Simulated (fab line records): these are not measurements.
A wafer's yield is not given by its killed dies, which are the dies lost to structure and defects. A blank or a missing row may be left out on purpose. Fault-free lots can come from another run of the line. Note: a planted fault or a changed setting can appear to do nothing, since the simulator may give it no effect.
A struck lot beside a sound one | flow nand-harc | 39 steps out of a route of 1302
Sound: wafers L370.1, L370.4, L370.5. The struck wafers were L375.3, L375.4, L375.6. The cause is named last.
For every step that has rows: the tool of each side, followed by ch and its chambers, followed by its first start. Under that, the readings that differ: sound wafers | struck wafers | difference of the means | sigmas: that difference in standard deviations of wafers without a fault.
alike: words and numbers the same on both sides, and readings whose means are apart by under 2 such deviations; not compared: readings that were withheld, readings missing a value for some wafer, numbers with overlapping values and no deviation given by the record, and bounds like >300 which may hide the same value.
A row with sigmas, a row that says differs or no value, or rows on one side alone: a step with any of these is where the two part. When numbers do not overlap yet have no deviation, they are printed without sigmas and do not part them. A reading that every wafer of one side lacks parts them only if that side has two wafers or more.

first, 10 steps without rows for these wafers: NHARC_A_CHANNEL_HOLE_D1_DEP_00 (deposits aC, target thk 3100 nm); NHARC_A_CHANNEL_HOLE_D1_DEP_01 (deposits SiON, target thk 140 nm); NHARC_A_CHANNEL_HOLE_D1_DEHYDRATE_02 (time 120 s); NHARC_A_CHANNEL_HOLE_D1_HMDS_03 (time 30 s); NHARC_A_CHANNEL_HOLE_D1_COAT_36 (time 75 s); NHARC_A_CHANNEL_HOLE_D1_COAT_37 (time 65 s); NHARC_A_CHANNEL_HOLE_D1_COAT_04 (resist thk 90 nm); NHARC_A_CHANNEL_HOLE_D1_SOFTBAKE_05 (time 55 s); NHARC_A_CHANNEL_HOLE_D1_EBR_06; NHARC_A_CHANNEL_HOLE_D1_EXPOSE_07 (exposes mask HOLE D1, target cd 100 nm).
NHARC_A_CHANNEL_HOLE_D1_PEB_08: peb time 65 s.
  sound on litho-track-04 ch 0, day 11 09:45; struck on litho-track-04 ch 0, day 13 05:04
  reading                  | sound             | struck               | difference | sigmas
  heater-power-total-W (W) | 156.3 157.2 156.2 | 162.7 163.1 163.7    | +6.6       | +16
  plate-temp-C (C)         | 99.84 99.83 99.91 | 103.15 103.05 103.06 | +3.23      | +27
  alike: resist-line-temp-C
then, 1 step without rows for these wafers: NHARC_A_CHANNEL_HOLE_D1_DEVELOP_09 (develop time 35 s).
NHARC_A_CHANNEL_HOLE_D1_CD_MEAS_10: target cd 100 nm.
  sound on cd-sem-02 ch 0, day 11 09:50; struck on cd-sem-03 ch 0, day 13 05:09
  reading    | sound            | struck            | difference | sigmas
  cd-nm (nm) | 100.9 100.5 99.7 | 108.0 108.2 107.8 | +7.6       | +11
NHARC_A_CHANNEL_HOLE_D1_DESCUM_15: chemistry O2, time 3 s.
  sound on rie-diel-09 ch 1,3, day 11 10:11; struck on rie-diel-09 ch 0,2, day 13 05:20
  reading                            | sound             | struck            | difference | sigmas
  showerhead-plenum-p-Torr (Torr)    | 2.04 2.03 2.04    | 1.86 1.82 1.82    | -0.20      | -2
  model.A_CHANNEL_HOLE_D1.cd-nm (nm) | 100.9 100.3 99.71 | 107.1 108.4 107.8 | +7.5       |
  alike: drypump-motor-current-A, oes-product-au, rf-vpp-V, throttle-valve-pct
  not compared: rf-hours-counter-h
then, 4 steps without rows for these wafers: NHARC_A_CHANNEL_HOLE_D1_ETCH_38 (etches the open film in CF4, target depth 39 nm, time 65 s); NHARC_A_CHANNEL_HOLE_D1_ETCH_39 (etches the open film in N2/H2, target depth 260 nm, time 325 s); NHARC_A_CHANNEL_HOLE_D1_ETCH_34 (etches the open film in CF4/CHF3, target depth 154 nm, time 77 s); NHARC_A_CHANNEL_HOLE_D1_ETCH_16 (etches the open film in O2/COS, target depth 3100 nm, time 806 s).
NHARC_A_CHANNEL_HOLE_D1_CD_MEAS_18:
  sound on cd-sem-03 at day 11 11:45; struck on cd-sem-01 at day 13 06:26
  reading    | sound    | struck      | difference | sigmas
  cd-nm (nm) | 96 98 99 | 113 110 106 | +12        | +4
then, 12 steps without rows for these wafers: NHARC_A_CHANNEL_HOLE_D1_ETCH_19 (etches the open film in C4F8/O2/Ar, time 34.5 s); NHARC_A_CHANNEL_HOLE_D1_ETCH_20 (etches the open film in C4F8/O2/Ar, time 361.9 s, target depth 1600 nm); NHARC_A_CHANNEL_HOLE_D1_ETCH_21 (etches the open film in C4F8/O2/Ar, time 514.3 s, target depth 1600 nm); NHARC_A_CHANNEL_HOLE_D1_ETCH_22 (etches the open film in C4F8/O2/Ar, time 666.7 s, target depth 1600 nm); NHARC_A_CHANNEL_HOLE_D1_ETCH_23 (etches the open film in C4F8/O2/Ar, time 819 s, target depth 1600 nm); NHARC_A_CHANNEL_HOLE_D1_ETCH_24 (etches the open film in C4F8/O2/Ar, time 906.2 s, target depth 1500 nm); NHARC_A_CHANNEL_HOLE_D1_ETCH_25 (etches the open film in C4F8/O2/Ar, time 1040.2 s, target depth 1500 nm); NHARC_A_CHANNEL_HOLE_D1_ETCH_26 (etches the open film in C4F8/O2/Ar, time 224.1 s, target depth 300 nm); NHARC_A_CHANNEL_HOLE_D1_ETCH_33 (etches the open film in C4F8/O2/Ar, time 90 s, target depth 400 nm); NHARC_A_CHANNEL_HOLE_D1_STRIP_41 (strips in N2/H2); NHARC_A_CHANNEL_HOLE_D1_STRIP_42 (strips in CF4/CHF3); NHARC_A_CHANNEL_HOLE_D1_STRIP_43 (strips in O2/COS).
NHARC_A_CHANNEL_HOLE_D1_ETCH_44: etches the open film in CF4/O2, target depth 140 nm, overetch 14 nm, time 77 s.
  sound on rie-diel-10 ch 0,3, day 11 16:36; struck on rie-diel-10 ch 0,1,3, day 13 11:22
  reading                            | sound             | struck           | difference | sigmas
  model.A_CHANNEL_HOLE_D1.cd-nm (nm) | 92.22 90.68 90.69 | 98.6 96.86 98.74 | +6.9       |
  alike: drypump-motor-current-A, oes-product-au, rf-vpp-V, showerhead-plenum-p-Torr, throttle-valve-pct
  not compared: rf-hours-counter-h
then, 3 steps without rows for these wafers: NHARC_A_CHANNEL_HOLE_D1_STRIP_27 (strips in O2); NHARC_A_CHANNEL_HOLE_D1_PRECLEAN_28 (cleans in SC1); NHARC_A_CHANNEL_HOLE_D1_SRD_29.
NHARC_A_CHANNEL_HOLE_D1_CD_MEAS_30:
  sound on cd-sem-02 at day 11 17:26; struck on cd-sem-03 at day 13 12:10
  reading    | sound          | struck         | difference | sigmas
  cd-nm (nm) | 91.7 90.7 90.5 | 99.1 96.5 98.6 | +7.1       | +4
NHARC_A_CHANNEL_HOLE_D1_XSEM_31:
  sound on xsem-01 ch 0, day 11 17:31; struck on xsem-02 ch 0, day 13 12:16
  reading        | sound          | struck         | difference | sigmas
  bot-cd-nm (nm) | 76.0 75.5 76.0 | 84.3 81.4 83.4 | +7.2       | +4
  alike: bow-nm, tilt-deg
-- break in the record here, with 15 days between the starts of the struck wafers on either side (left off in module A_CHANNEL_HOLE_D1, picked up again in module END, where the first step shown is number 1301 on the route) --
NHARC_END_WLT_00:
  sound on prober-01 at day 26 21:44; struck on prober-01 at day 28 17:50
  reading                           | sound             | struck            | difference | sigmas
  VT_DECK1_BOTTOM                   | 0.877 0.869 0.877 | 0.892 0.884 0.900 | +0.018     | +2
  VT_DECK1_BOTTOM_INNER             | 0.880 0.869 0.878 | 0.898 0.893 0.903 | +0.022     | +3
  VT_DECK1_MEDIAN_NEAR_BOTTOM       | 0.877 0.869 0.870 | 0.892 0.889 0.899 | +0.021     | +3
  VT_DECK1_MEDIAN_NEAR_BOTTOM_INNER | 0.876 0.875 0.879 | 0.895 0.887 0.902 | +0.018     | +2
  VT_DECK1_MIDDLE                   | 0.887 0.892 0.894 | 0.908 0.906 0.908 | +0.016     | +2
  VT_DECK1_MIDDLE_INNER             | 0.886 0.888 0.887 | 0.906 0.906 0.911 | +0.021     | +3
  VT_DECK1_TOP                      | 0.900 0.901 0.896 | 0.919 0.917 0.920 | +0.020     | +3
  VT_DECK1_TOP_INNER                | 0.896 0.896 0.892 | 0.922 0.914 0.912 | +0.021     | +3
  alike: VT_DECK2_BOTTOM, VT_DECK2_BOTTOM_INNER, VT_DECK2_MEDIAN_NEAR_BOTTOM, VT_DECK2_MEDIAN_NEAR_BOTTOM_INNER, VT_DECK2_MIDDLE, VT_DECK2_MIDDLE_INNER, VT_DECK2_TOP, VT_DECK2_TOP_INNER
NHARC_END_SORT_01:
  only the struck wafers appear in the record here, on prober-01 ch 0 at day 28 21:28; the sound ones have no rows

## WHERE THEY PART
Last at NHARC_END_SORT_01 as far as this record goes, first at NHARC_A_CHANNEL_HOLE_D1_PEB_08.

WHY: whatever the simulator had introduced
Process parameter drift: litho-track-04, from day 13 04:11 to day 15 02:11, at NHARC_A_CHANNEL_HOLE_D1_PEB_08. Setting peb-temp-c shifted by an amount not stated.
